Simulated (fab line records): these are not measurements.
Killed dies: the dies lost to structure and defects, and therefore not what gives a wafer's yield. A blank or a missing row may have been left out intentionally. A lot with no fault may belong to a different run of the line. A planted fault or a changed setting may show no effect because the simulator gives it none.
fab line records ; flow nand_harc
record: lots: 12; wafers: 36; last_day: 25
route steps=1159 shown A_STAIRCASE@734 A_SGD_CUT@747 END@1159
lots that met no fault: taken from a fault-free run of the same line
start_h: hours from the record's first day to the start of the lot's first wafer shown ; wait_h: hours since the lot's step before ; " identical to the entry in the row above ; L1.1+2: a single row standing in for several wafers ; - no value, or no start given ; * or withheld: withheld ; < > ~ a bound
route shown NAME@n: NAME is a module with steps in the file, n the number in the route of the first one ; usual: average and standard deviation across the fault-free wafers ; same: alike in all rows ; chamber/n: place in a boat ; sites: readings site by site ; _std_site: standard deviation of those values ; _edge_site: inner sites' mean taken away from outer sites' mean ; radius_mm: for every site, how far away it sits from the centre of the wafer ; mask NAME#n: copy n ; behind: the tool/chamber that last shaped the wafer ; hold: why the lot was held/for how many hours/how that ended ; device: the n, p or np transistor that did not switch ; end of line: tests of these same wafers at the route's end ; where a step has no rows: the recipe by itself ; killed: dies lost to structure and defects at the first sort, not the wafer's yield ; map: a wafer's dies, marking killed ones x, the rest . and places with no die _
set.NAME: the setting that was run; set.NAME@STEP: the one run at that earlier step ; model.NAME: the simulator's own value behind a step, which no gauge read
steps of the route over a sample of lots; a table a step, a row a wafer
services: when a tool's chamber went out of use (start_h, in hours from the record's first day, below 0 if earlier), for how many hours, and the reason
== steps ==
step: NHARC_A_STAIRCASE_CMP_152
usual: motor_current_A: 12.1/1.5; retaining_ring_pressure_frac: 0.999/0.0046; slurry_flow_ml_min: 150.0/0.48
lot.wafer;tool;chamber;start_h;wait_h;motor_current_A;retaining_ring_pressure_frac;slurry_flow_ml_min
L704.1;cmp-02;3;320.40;0.1;12.4;1.003;150.7
L704.3;cmp-02;1;320.40;0.1;11.6;0.998;149.8
L704.5;cmp-02;0;320.40;0.1;9.2;1.004;149.5
L703.1;cmp-01;3;321.95;0.1;13.1;0.988;149.6
L703.3;cmp-01;0;321.95;0.1;13.8;0.997;150.4
L703.6;cmp-01;3;321.95;0.1;13.6;0.997;150.2
L709.1;cmp-02;3;354.17;0.1;11.3;0.994;149.2
L709.2;cmp-02;1;354.17;0.1;11.9;0.997;149.7
L709.6;cmp-02;2;354.17;0.1;12.4;1.006;151.0
L710.3;cmp-03;2;366.05;0.1;14.0;0.995;149.5
L710.4;cmp-03;1;366.05;0.1;13.0;0.999;150.4
L710.5;cmp-03;2;366.05;0.1;14.5;0.993;149.6
L712.4;cmp-02;3;371.47;0.1;11.6;0.996;150.3
L712.2;cmp-02;1;371.47;0.1;11.6;0.995;150.1
L712.3;cmp-02;2;371.47;0.1;12.0;1.004;150.1
L713.4;cmp-01;2;392.80;0.1;12.2;0.990;150.2
L713.3;cmp-01;0;392.80;0.1;12.9;0.996;150.0
L713.6;cmp-01;3;392.80;0.1;14.1;0.995;149.8
L715.2;cmp-02;0;396.93;0.1;9.6;1.004;150.0
L715.6;cmp-02;2;396.93;0.1;13.1;1.000;149.6
L715.5;cmp-02;3;396.93;0.1;11.8;1.000;149.5
L718.3;cmp-02;2;417.74;0.1;12.2;1.002;149.4
L718.4;cmp-02;3;417.74;0.1;11.5;0.997;149.4
L718.2;cmp-02;0;417.74;0.1;9.4;1.002;149.7
L717.1;cmp-02;2;417.97;0.1;12.1;1.000;149.4
L717.3;cmp-02;0;417.97;0.1;9.3;1.001;149.8
L717.4;cmp-02;1;417.97;0.1;11.1;1.001;150.4
L722.4;cmp-01;1;427.28;0.1;10.2;1.015;150.0
L722.2;cmp-01;0;427.28;0.1;13.2;1.004;150.4
L722.6;cmp-01;2;427.28;0.1;11.1;0.997;150.1
L723.1;cmp-03;3;427.85;0.1;10.7;0.998;149.7
L723.3;cmp-03;2;427.85;0.1;14.5;0.993;150.3
L723.5;cmp-03;3;427.85;0.1;9.9;0.995;150.0
L724.4;cmp-01;2;428.86;0.1;11.7;1.001;150.5
L724.3;cmp-01;0;428.86;0.1;13.7;0.993;150.1
L724.2;cmp-01;1;428.86;0.1;10.4;0.996;150.7
step: NHARC_A_STAIRCASE_ETCHBACK_157
recipe: target_depth_a: 900; over_etch_frac: 0.3; time_s: 167.14; ion_energy_ev: 120; ch3f_flow_sccm: 50; o2_flow_sccm: 30; ar_flow_sccm: 200; rf_w: 500; bias_w: 100; chemistry: CH3F/O2
usual: bias_w: 99.99/0.27; drypump_motor_current_A: 5.7/0.61; oes_product_au: 0.98/0.032; rf_vpp_V: 243.5/1.5; showerhead_plenum_p_Torr: 2.40/0.097; throttle_valve_pct: 20.663/0.01
same: time_s: 167.14
lot.wafer;tool;chamber;start_h;wait_h;bias_w;drypump_motor_current_A;oes_product_au;rf_hours_counter_h;rf_vpp_V;showerhead_plenum_p_Torr;throttle_valve_pct
L704.3;rie_diel-07;3;321.65;0.3;99.86;5.4;0.99;30;247.3;2.63;20.667
L704.1;rie_diel-07;1;321.65;0.3;99.91;6.4;1.00;28;245.6;2.53;20.667
L704.5;rie_diel-07;2;321.65;0.3;99.83;6.7;0.97;-;242.3;2.42;20.672
L703.3;rie_diel-07;1;322.76;0.1;100.01;6.4;0.93;28;245.2;2.53;20.672
L703.1;rie_diel-07;0;322.76;0.1;100.06;5.3;0.94;29;241.4;2.29;20.676
L703.6;rie_diel-07;1;322.76;0.1;99.91;6.4;0.92;-;245.0;2.53;20.644
L709.2;rie_diel-11;0;354.99;0.1;99.83;6.0;0.94;58;244.3;2.50;20.665
L709.1;rie_diel-11;1;354.99;0.1;100.26;5.1;0.99;63;240.8;2.31;20.665
L709.6;rie_diel-11;0;354.99;0.1;100.21;6.0;0.95;-;245.6;2.50;20.668
L710.3;rie_diel-01;0;366.91;0.2;100.12;6.6;1.00;16;243.5;2.30;20.656
L710.4;rie_diel-01;1;366.91;0.2;99.54;5.2;1.01;17;244.1;2.50;20.658
L710.5;rie_diel-01;2;366.91;0.2;99.99;5.7;1.02;-;243.9;2.36;20.657
L712.4;rie_diel-01;0;372.30;0.1;99.55;6.6;0.93;19;242.8;2.30;20.674
L712.2;rie_diel-01;1;372.30;0.1;100.17;5.2;0.93;19;245.5;2.50;20.653
L712.3;rie_diel-01;3;372.30;0.1;99.93;4.9;0.92;20;242.9;2.37;20.659
L713.4;rie_diel-11;1;393.66;0.2;100.00;5.1;0.99;6;242.5;2.31;20.659
L713.3;rie_diel-11;2;393.66;0.2;99.92;5.1;1.00;5;243.9;2.35;20.669
L713.6;rie_diel-11;3;393.66;0.2;99.76;5.5;1.03;-;243.4;2.33;20.684
L715.2;rie_diel-11;1;397.75;0.1;100.06;5.1;0.99;8;241.7;2.31;20.673
L715.6;rie_diel-11;1;397.75;0.1;100.29;5.1;0.98;-;242.7;2.31;20.659
L715.5;rie_diel-11;2;397.75;0.1;100.62;5.1;1.00;-;242.8;2.34;20.670
L718.3;rie_diel-11;3;418.57;0.1;100.22;5.5;1.01;13;242.3;2.33;20.667
L718.4;rie_diel-11;1;418.57;0.1;100.22;5.1;0.99;14;243.1;2.31;20.634
L718.2;rie_diel-11;2;418.57;0.1;99.94;5.1;0.99;13;241.7;2.34;20.652
L717.3;rie_diel-11;3;419.05;0.2;100.13;5.6;1.02;13;242.4;2.33;20.658
L717.4;rie_diel-11;0;419.05;0.2;99.95;6.1;1.00;14;244.5;2.49;20.681
L717.1;rie_diel-11;1;419.05;0.2;100.18;5.1;1.00;14;243.4;2.31;20.675
L722.2;rie_diel-01;3;428.10;0.2;100.14;4.8;0.93;43;241.2;2.36;20.673
L722.4;rie_diel-01;0;428.10;0.2;100.20;6.6;0.92;41;242.7;2.29;20.659
L722.6;rie_diel-01;3;428.10;0.2;99.84;4.9;0.92;-;243.9;2.36;20.665
L723.3;rie_diel-11;2;428.68;0.2;99.65;5.1;0.91;18;241.6;2.34;20.666
L723.1;rie_diel-11;1;428.68;0.2;99.66;5.0;0.93;18;243.0;2.30;20.657
L723.5;rie_diel-11;2;428.68;0.2;99.70;5.1;0.92;-;244.9;2.34;20.649
L724.4;rie_diel-01;3;429.67;0.2;100.37;4.9;0.97;43;241.4;2.36;20.641
L724.3;rie_diel-01;0;429.67;0.2;99.59;6.6;0.96;42;241.1;2.29;20.666
L724.2;rie_diel-01;1;429.67;0.2;99.76;5.2;0.99;39;244.6;2.49;20.664
step: NHARC_A_STAIRCASE_CMP_472
recipe: material: SiO2
usual: motor_current_A: 12.1/1.4; retaining_ring_pressure_frac: 1.000/0.0046; slurry_flow_ml_min: 150.0/0.44
lot.wafer;tool;chamber;start_h;wait_h;motor_current_A;retaining_ring_pressure_frac;slurry_flow_ml_min
L704.3;cmp-03;2;322.30;0.2;14.9;1.001;149.1
L704.1;cmp-03;0;322.30;0.2;13.2;1.004;149.8
L704.5;cmp-03;1;322.30;0.2;12.9;1.003;150.2
L703.3;cmp-01;1;324.69;0.2;10.2;0.999;150.1
L703.1;cmp-01;2;324.69;0.2;11.8;1.004;151.4
L703.6;cmp-01;1;324.69;0.2;10.8;0.999;150.1
L709.2;cmp-01;3;355.56;0.2;13.5;0.995;149.8
L709.1;cmp-01;1;355.56;0.2;10.3;1.005;149.7
L709.6;cmp-01;0;355.56;0.2;13.6;1.005;150.9
L710.3;cmp-01;3;367.45;0.3;13.3;1.001;149.7
L710.4;cmp-01;1;367.45;0.3;10.4;1.000;150.0
L710.5;cmp-01;2;367.45;0.3;11.7;0.996;149.9
L712.3;cmp-02;1;373.35;0.2;11.0;1.004;150.5
L712.2;cmp-02;3;373.35;0.2;11.3;1.005;149.5
L712.4;cmp-02;0;373.35;0.2;9.3;0.997;149.7
L713.4;cmp-02;2;394.17;0.2;12.5;0.994;150.1
L713.3;cmp-02;3;394.17;0.2;11.5;1.003;149.9
L713.6;cmp-02;3;394.17;0.2;11.7;0.999;150.4
L715.2;cmp-01;0;398.39;0.3;13.1;1.001;149.3
L715.6;cmp-01;1;398.39;0.3;10.2;0.999;150.3
L715.5;cmp-01;2;398.39;0.3;12.0;1.000;149.4
L718.3;cmp-02;1;419.26;0.2;11.7;1.004;150.1
L718.4;cmp-02;2;419.26;0.2;12.0;0.996;150.0
L718.2;cmp-02;0;419.26;0.2;9.3;0.991;150.0
L717.3;cmp-03;2;419.64;0.2;14.2;0.998;149.7
L717.1;cmp-03;3;419.64;0.2;10.4;1.003;149.7
L717.4;cmp-03;0;419.64;0.2;12.7;0.996;150.5
L722.4;cmp-03;0;428.81;0.2;12.9;1.002;150.1
L722.2;cmp-03;1;428.81;0.2;13.0;1.000;149.9
L722.6;cmp-03;1;428.81;0.2;12.9;0.998;150.2
L723.1;cmp-01;0;429.39;0.2;13.7;1.002;149.8
L723.3;cmp-01;2;429.39;0.2;11.8;0.996;150.0
L723.5;cmp-01;0;429.39;0.2;13.1;1.000;149.6
L724.2;cmp-03;3;430.58;0.2;10.3;1.006;149.7
L724.3;cmp-03;0;430.58;0.2;13.1;1.004;150.4
L724.4;cmp-03;1;430.58;0.2;12.6;1.005;150.1
step: NHARC_A_SGD_CUT_DEP_00
recipe: target_thk_a: 500; temp_c: 400; target_thk_nm: 50; flow_sccm: 200; rf_w: 450; material: SiNx
usual: heater_power_outer_w: 417/61; heater_power_w: 720/110
lot.wafer;tool;chamber;start_h;wait_h;heater_power_outer_w;heater_power_w
L704.3;pecvd-03;2;322.71;0.1;465;658
L704.1;pecvd-03;1;322.71;0.1;486;818
L704.5;pecvd-03;2;322.71;0.1;458;665
L703.3;pecvd-03;0;325.07;0.1;411;724
L703.1;pecvd-03;2;325.07;0.1;404;584
L703.6;pecvd-03;1;325.07;0.1;475;810
L709.2;pecvd-02;0;356.00;0.1;447;760
L709.1;pecvd-02;1;356.00;0.1;377;682
L709.6;pecvd-02;1;356.00;0.1;379;692
L710.3;pecvd-02;0;367.89;0.1;453;762
L710.5;pecvd-02;1;367.89;0.1;393;705
L710.4;pecvd-02;2;367.89;0.1;502;928
L712.3;pecvd-02;0;373.76;0.1;414;709
L712.2;pecvd-02;2;373.76;0.1;456;865
L712.4;pecvd-02;1;373.76;0.1;331;628
L713.3;pecvd-02;2;394.59;0.1;413;785
L713.4;pecvd-02;2;394.59;0.1;433;807
L713.6;pecvd-02;0;394.59;0.1;363;613
L715.2;pecvd-01;2;398.76;0.1;438;723
L715.6;pecvd-01;1;398.76;0.1;291;564
L715.5;pecvd-01;0;398.76;0.1;440;677
L718.2;pecvd-03;2;419.75;0.1;-;-
L718.3;pecvd-03;1;419.75;0.1;-;-
L718.4;pecvd-03;2;419.75;0.1;-;-
L717.1;pecvd-03;1;420.06;0.1;-;-
L717.3;pecvd-03;2;420.06;0.1;-;-
L717.4;pecvd-03;2;420.06;0.1;-;-
L722.2;pecvd-03;2;429.52;0.4;447;661
L722.4;pecvd-03;0;429.52;0.4;308;585
L722.6;pecvd-03;1;429.52;0.4;476;822
L723.3;pecvd-02;1;430.17;0.5;368;689
L723.1;pecvd-02;2;430.17;0.5;545;965
L723.5;pecvd-02;1;430.17;0.5;373;688
L724.2;pecvd-03;0;430.99;0.1;389;691
L724.3;pecvd-03;2;430.99;0.1;399;604
L724.4;pecvd-03;0;430.99;0.1;380;679
step: NHARC_END_SORT_01
recipe: temp_c: 25
usual: killed_at_array: 28/11; killed_at_other: 0.7/0.88; killed_at_periphery: 3.1/2.2; killed_dies: 31/12; killed_open: 3.3/2; killed_short: 2.0/1.6
same: gross_dies: 677
lot.wafer;tool;chamber;start_h;wait_h;killed_at_array;killed_at_other;killed_at_periphery;killed_dies;killed_open;killed_short
L704.1;prober-02;0;459.15;2.5;12;0;1;13;1;0
L704.3;prober-02;0;460.77;3.1;16;0;4;20;4;1
L704.5;prober-02;0;462.40;3.8;26;0;3;29;4;6
L713.3;prober-02;0;526.08;3.1;33;1;5;39;1;6
L713.4;prober-02;0;526.88;3.4;37;0;1;38;4;0
L713.6;prober-02;0;528.48;4.0;41;0;3;44;6;4
L718.2;prober-02;0;557.72;2.8;518;1;2;521;4;2
L718.3;prober-02;0;558.51;3.1;526;0;0;526;4;2
L718.4;prober-02;0;559.31;3.4;532;3;2;537;2;1
L717.1;prober-01;0;570.05;2.5;530;1;6;537;5;4
L717.3;prober-01;0;571.68;3.1;519;0;4;523;6;2
L717.4;prober-01;0;572.49;3.4;538;2;0;540;0;2
L723.1;prober-01;0;577.98;2.5;34;0;7;41;3;3
L723.3;prober-01;0;579.57;3.1;38;0;10;48;6;1
L723.5;prober-01;0;581.17;3.7;37;0;6;43;6;2
L724.2;prober-02;0;594.16;2.8;32;0;2;34;1;1
L724.3;prober-02;0;594.96;3.1;36;1;1;38;2;2
L724.4;prober-02;0;595.76;3.4;30;0;2;32;1;1
killed by level:class
L704.1 A_SLIT:chamber_film_flake=5 A_WL_FILL:chamber_film_flake=3 A_CONTACT:geometric_particle:open=1 P_GATE:chamber_film_flake=1 A_ZERO_WELL:chamber_film_flake=1 A_CHANNEL_HOLE_D1:chamber_film_flake=1 A_BLC:chamber_film_flake=1
L704.3 A_SLIT:chamber_film_flake=6 A_CHANNEL_HOLE_D1:chamber_film_flake=3 A_BLC:chamber_film_flake=3 P_GATE:geometric_particle:open=1 P_CONTACT:geometric_particle:open=1 A_WL_FILL:geometric_particle:open=1 A_M0:geometric_particle:short=1 A_M1:geometric_particle:open=1
L704.5 A_SLIT:chamber_film_flake=6 A_CHANNEL_HOLE_D1:chamber_film_flake=4 A_WL_FILL:chamber_film_flake=3 A_CONTACT:chamber_film_flake=3 A_CHANNEL_FILL_D1:geometric_particle:short=2 P_BONDPAD:chamber_film_flake=2 A_CHANNEL_HOLE_D1:geometric_particle:short=1 A_CHANNEL_HOLE_D1:geometric_particle:open=1
L713.3 A_SLIT:chamber_film_flake=12 A_CHANNEL_HOLE_D1:chamber_film_flake=6 A_STAIRCASE:chamber_film_flake=4 A_CONTACT:chamber_film_flake=4 P_CONTACT:geometric_particle:short=2 P_ZERO_WELL:chamber_film_flake=2 P_STI:geometric_particle:short=1 A_CHANNEL_FILL_D1:geometric_particle:short=1
L713.4 A_CHANNEL_HOLE_D1:chamber_film_flake=12 A_SLIT:chamber_film_flake=9 A_STAIRCASE:chamber_film_flake=4 A_CONTACT:chamber_film_flake=3 A_ZERO_WELL:chamber_film_flake=3 A_SGD_CUT:chamber_film_flake=2 P_M0:geometric_particle:open=1 A_CHANNEL_FILL_D1:geometric_particle:open=1
L713.6 A_CHANNEL_HOLE_D1:chamber_film_flake=15 A_SLIT:chamber_film_flake=7 A_STAIRCASE:chamber_film_flake=5 A_M1:geometric_particle:open=3 A_CONTACT:chamber_film_flake=2 A_ONON_D1:geometric_particle:short=1 A_CHANNEL_HOLE_D1:geometric_particle:short=1 A_CHANNEL_FILL_D1:geometric_particle:open=1
L718.2 A_SGD_CUT:area_dep=475 A_CHANNEL_HOLE_D1:chamber_film_flake=17 A_SLIT:chamber_film_flake=11 A_CHANNEL_FILL_D1:chamber_film_flake=5 A_CONTACT:chamber_film_flake=4 P_M0:geometric_particle:open=1 A_ONON_D1:geometric_particle:open=1 A_ONON_D1:geometric_particle:short=1
L718.3 A_SGD_CUT:area_dep=489 A_CHANNEL_HOLE_D1:chamber_film_flake=15 A_SLIT:chamber_film_flake=8 A_STAIRCASE:chamber_film_flake=5 A_CONTACT:geometric_particle:open=2 A_CONTACT:chamber_film_flake=2 A_SGD_CUT:geometric_particle:open=1 A_WL_FILL:geometric_particle:short=1
L718.4 A_SGD_CUT:area_dep=488 A_SLIT:chamber_film_flake=15 A_CHANNEL_HOLE_D1:chamber_film_flake=13 A_CONTACT:chamber_film_flake=5 A_CHANNEL_FILL_D1:chamber_film_flake=4 A_STAIRCASE:chamber_film_flake=3 THIN_TSV:chamber_film_flake=3 A_BONDPAD:chamber_film_flake=2
L717.1 A_SGD_CUT:area_dep=488 A_SLIT:chamber_film_flake=16 A_CHANNEL_HOLE_D1:chamber_film_flake=8 A_STAIRCASE:chamber_film_flake=4 A_WL_FILL:chamber_film_flake=3 A_CONTACT:chamber_film_flake=3 A_WL_FILL:geometric_particle:short=2 P_GATE:chamber_film_flake=2
L717.3 A_SGD_CUT:area_dep=476 A_CHANNEL_HOLE_D1:chamber_film_flake=15 A_SLIT:chamber_film_flake=12 A_STAIRCASE:chamber_film_flake=4 A_WL_FILL:chamber_film_flake=4 A_CONTACT:geometric_particle:open=3 P_M0:geometric_particle:open=2 A_CHANNEL_FILL_D1:geometric_particle:open=1
L717.4 A_SGD_CUT:area_dep=497 A_CHANNEL_HOLE_D1:chamber_film_flake=18 A_SLIT:chamber_film_flake=16 A_STAIRCASE:chamber_film_flake=2 A_CONTACT:chamber_film_flake=2 A_ONON_D1:geometric_particle:short=1 A_CONTACT:geometric_particle:short=1 A_BONDPAD:chamber_film_flake=1
L723.1 A_SLIT:chamber_film_flake=12 A_CHANNEL_HOLE_D1:chamber_film_flake=9 A_CONTACT:chamber_film_flake=7 P_STI:chamber_film_flake=4 A_STAIRCASE:chamber_film_flake=3 P_GATE:geometric_particle:open=2 A_SGD_CUT:geometric_particle:short=2 P_M0:geometric_particle:open=1
L723.3 A_SLIT:chamber_film_flake=14 A_CHANNEL_HOLE_D1:chamber_film_flake=8 A_CONTACT:chamber_film_flake=7 P_STI:chamber_film_flake=4 P_GATE:chamber_film_flake=4 A_WL_FILL:geometric_particle:open=2 A_STAIRCASE:chamber_film_flake=2 P_M1:geometric_particle:open=1
L723.5 A_SLIT:chamber_film_flake=14 A_CHANNEL_HOLE_D1:chamber_film_flake=9 A_CONTACT:chamber_film_flake=6 P_M0:geometric_particle:open=2 P_STI:chamber_film_flake=2 A_STAIRCASE:chamber_film_flake=2 P_CONTACT:geometric_particle:open=1 P_CONTACT:geometric_particle:short=1
L724.2 A_SLIT:chamber_film_flake=13 A_CHANNEL_HOLE_D1:chamber_film_flake=8 A_M0:chamber_film_flake=4 A_CONTACT:chamber_film_flake=3 P_BONDPAD:chamber_film_flake=2 A_CHANNEL_FILL_D1:geometric_particle:open=1 A_WL_FILL:geometric_particle:short=1 A_SGD_CUT:chamber_film_flake=1
L724.3 A_SLIT:chamber_film_flake=20 A_CONTACT:chamber_film_flake=7 A_CONTACT:geometric_particle:open=2 A_M0:chamber_film_flake=2 A_CHANNEL_FILL_D1:geometric_particle:short=1 A_SGD_CUT:geometric_particle:short=1 P_BONDPAD:chamber_film_flake=1 A_CHANNEL_HOLE_D1:chamber_film_flake=1
L724.4 A_SLIT:chamber_film_flake=12 A_CONTACT:chamber_film_flake=4 A_M0:chamber_film_flake=4 A_CHANNEL_HOLE_D1:chamber_film_flake=3 A_WL_FILL:chamber_film_flake=3 A_STAIRCASE:chamber_film_flake=2 P_CONTACT:geometric_particle:open=1 A_CONTACT:geometric_particle:short=1
== services ==
tool;chamber;start_h;hours;kind
rie_diel-01;-;314.91;9.0;pm
cmp-02;-;324.50;4.0;pm
cmp-02;-;328.50;-;consumable_replace:conditioner
cmp-02;-;328.50;-;consumable_replace:pad
rie_diel-01;2;331.12;8.1;repair
pecvd-02;-;334.02;13.0;pm
rie_diel-07;-;335.76;2.1;repair
cmp-03;-;346.13;5.1;repair
cmp-03;-;352.00;4.0;pm
cmp-01;-;356.35;1.4;repair
cmp-02;-;367.49;2.8;repair
rie_diel-11;-;369.76;9.0;pm
cmp-01;-;375.50;4.0;pm
cmp-01;-;379.50;-;consumable_replace:conditioner
cmp-01;-;379.50;-;consumable_replace:pad
cmp-01;-;395.14;1.4;repair
pecvd-02;1;400.68;11.8;repair
rie_diel-07;-;405.52;9.0;pm
cmp-03;-;411.00;0.9;repair
pecvd-01;-;418.13;13.0;pm
cmp-02;-;422.50;4.0;pm
rie_diel-01;2;423.23;3.9;repair
cmp-02;-;426.50;-;consumable_replace:conditioner
cmp-02;-;427.69;3.4;repair
== key ==
first_sign: step: NHARC_A_SGD_CUT_DEP_00; reading: tool_record; direction: missing
effect: step: NHARC_END_SORT_01; reading: killed_at_array; direction: up; sigmas: 44; usual: 28; struck: 527
more_kills_born_at: NHARC_A_SGD_CUT_DEP_00@pecvd-03: 2913
met_at NHARC_A_SGD_CUT_DEP_00
struck_lots L717,L718
later_rows_left_out L717.1,L717.3,L717.4,L718.2,L718.3,L718.4
tester_left_out L717,L718
not_acting_at NHARC_A_STAIRCASE_CMP_152,NHARC_A_STAIRCASE_ETCHBACK_157,NHARC_A_STAIRCASE_CMP_472
onset_between 325.07 419.75
fault: kind: skipped_step_whole; tool: pecvd-03; chamber: -; onset_h: 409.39; steps: NHARC_A_SGD_CUT_DEP_00; scope: struck_lots_only
tester_left_out: of these lots the tester's yield and bins aren't shown, on N5 and GAA mostly nor the transistor test; their killed dies are dies lost to structure and defects alone, not to doping, threshold or leakage, so they don't give the yield
later_rows_left_out: the simulator's readings of these wafers behind a module that went badly wrong aren't trusted and aren't shown, but for the sort
